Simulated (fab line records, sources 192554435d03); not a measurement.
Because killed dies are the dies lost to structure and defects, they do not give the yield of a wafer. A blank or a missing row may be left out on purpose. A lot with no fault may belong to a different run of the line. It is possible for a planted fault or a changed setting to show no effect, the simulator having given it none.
Chamber matching + flow n5-finfet + rie-diel-06 running N5_BEOL_M14_ETCH_67: 4 sister chambers
The step etches SiARC in CF4, target depth 143 nm, time 238.3 s. 14 wafers are shown with their chamber, then 6 later ones without.

EACH WAFER AND ITS CHAMBER
| wafer  | chamber | showerhead-plenum-p-Torr (Torr) | rf-fwd-power-W (W) | rf-vpp-V (V) |
|--------|---------|---------------------------------|--------------------|--------------|
| L844.2 | 3       | 2.11                            | 544.5              | 183.3        |
| L844.6 | 0       | 2.16                            | 541.8              | 183.3        |
| L845.1 | 2       | 2.11                            | 545.9              | 182.8        |
| L845.3 | 1       | 2.18                            | 541.9              | 183.9        |
| L845.4 | 3       | 2.11                            | 544.3              | 183.8        |
| L848.1 | 0       | 2.16                            | 543.2              | 184.1        |
| L848.2 | 1       | 2.17                            | 544.4              | 185.0        |
| L848.5 | 2       | 2.11                            | 542.5              | 184.4        |
| L858.1 | 3       | 2.10                            | 544.6              | 183.4        |
| L858.4 | 1       | 2.17                            | 544.8              | 184.0        |
| L858.6 | 2       | 2.11                            | 543.8              | 183.6        |
| L861.1 | 0       | 2.15                            | 540.7              | 184.4        |
| L861.2 | 3       | 2.09                            | 544.7              | 182.9        |
| L861.5 | 2       | 2.11                            | 543.2              | 182.6        |

SIGNATURES, as means of the wafers listed above
| reading                  | chamber 0 | chamber 1 | chamber 2 | chamber 3 | scatter within a chamber |
|--------------------------|-----------|-----------|-----------|-----------|--------------------------|
| showerhead-plenum-p-Torr | 2.1567    | 2.1733    | 2.1100    | 2.1025    | 0.00639                  |
| rf-fwd-power-W           | 541.900   | 543.700   | 543.850   | 544.525   | 1.21                     |
| rf-vpp-V                 | 183.933   | 184.300   | 183.350   | 183.350   | 0.619                    |
Rule: distance of a wafer from a chamber = root of the sum over the readings of ((wafer's reading minus chamber's mean) / reading's scatter) squared. If the next closest chamber is less than 2 further off than the closest, the wafer can't be placed; otherwise it belongs to the closest. The scatter: take each reading less its chamber's mean, square it, sum over the shown wafers, divide by the number of wafers less the number of chambers, and take the root.

WAFERS MISSING THEIR CHAMBER
| wafer  | showerhead-plenum-p-Torr (Torr) | rf-fwd-power-W (W) | rf-vpp-V (V) |
|--------|---------------------------------|--------------------|--------------|
| L864.1 | 2.16                            | 540.9              | 185.3        |
| L864.3 | 2.15                            | 548.6              | 183.5        |
| L864.6 | 2.10                            | 542.3              | 182.9        |
| L863.1 | 2.09                            | 542.9              | 184.2        |
| L863.3 | 2.16                            | 546.2              | 182.8        |
| L863.4 | 2.10                            | 541.3              | 184.2        |

WHICH CHAMBER EACH WENT THROUGH
| wafer  | from the rows above          | in truth |
|--------|------------------------------|----------|
| L864.1 | can't be placed: 0 or 1      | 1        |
| L864.3 | can't be placed: 1 or 0 or 2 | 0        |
| L864.6 | can't be placed: 3 or 2      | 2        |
| L863.1 | can't be placed: 3 or 2      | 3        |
| L863.3 | can't be placed: 1 or 0      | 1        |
| L863.4 | can't be placed: 2 or 3      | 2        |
Placed correctly: 0 of 6. From these rows, 6 cannot be placed; in 6 the true chamber is one of the candidates. 0 placed wrongly.
